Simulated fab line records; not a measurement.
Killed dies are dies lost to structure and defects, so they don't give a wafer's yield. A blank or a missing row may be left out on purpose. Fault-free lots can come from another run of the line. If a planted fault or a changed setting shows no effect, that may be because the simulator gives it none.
Chamber matching :: flow n5Finfet :: rieDiel-04 running N5_BEOL_M3_ETCH_69: 3 sister chambers
The step etches SiARC in CF4, target depth 15.6 nm, time 26 s. 6 wafers are shown with their chamber, then 7 later ones without.

## WAFERS PAIRED WITH THEIR CHAMBERS
wafer: L081.3
chamber: 1
throttleValvePct (%): 15.60
etchRfOnTimeS (s): 26.1

wafer: L081.6
chamber: 1
throttleValvePct (%): 15.58
etchRfOnTimeS (s): 26.4

wafer: L086.2
chamber: 0
throttleValvePct (%): 15.98
etchRfOnTimeS (s): 28.0

wafer: L086.3
chamber: 3
throttleValvePct (%): 15.99
etchRfOnTimeS (s): 25.5

wafer: L086.6
chamber: 3
throttleValvePct (%): 15.98
etchRfOnTimeS (s): 25.6

wafer: L091.1
chamber: 0
throttleValvePct (%): 15.99
etchRfOnTimeS (s): 28.0

## WAFERS MISSING THEIR CHAMBER
wafer: L091.4
throttleValvePct (%): 16.01
etchRfOnTimeS (s): 26.2

wafer: L091.5
throttleValvePct (%): 15.64
etchRfOnTimeS (s): 26.9

wafer: L092.2
throttleValvePct (%): 15.63
etchRfOnTimeS (s): 26.6

wafer: L092.4
throttleValvePct (%): 16.01
etchRfOnTimeS (s): 25.8

wafer: L092.6
throttleValvePct (%): 16.00
etchRfOnTimeS (s): 25.8

wafer: L096.1
throttleValvePct (%): 16.00
etchRfOnTimeS (s): 25.9

wafer: L096.5
throttleValvePct (%): 16.01
etchRfOnTimeS (s): 27.9

## EACH ONE'S CHAMBER
wafer: L091.4
from the rows above: 3
in truth: 3

wafer: L091.5
from the rows above: 1
in truth: 1

wafer: L092.2
from the rows above: 1
in truth: 1

wafer: L092.4
from the rows above: 3
in truth: 3

wafer: L092.6
from the rows above: 3
in truth: 3

wafer: L096.1
from the rows above: 3
in truth: 3

wafer: L096.5
from the rows above: 0
in truth: 0
Correctly placed: 7 of 7. Can't be placed from these rows: 0. Wrongly placed: 0.
How it was worked out, from the rows above alone: a wafer's distance from a chamber is the root of the sum, over the readings, of the square of ((its reading less the chamber's mean) divided by the reading's scatter). The wafer belongs to the nearest chamber; if the next one is less than 2 further off, it can't be placed. For every chamber, the mean is computed from those of its wafers that are shown. The scatter: the root of (the sum of the squares of (reading less its chamber's mean) over the shown wafers, divided by (wafers less chambers)).
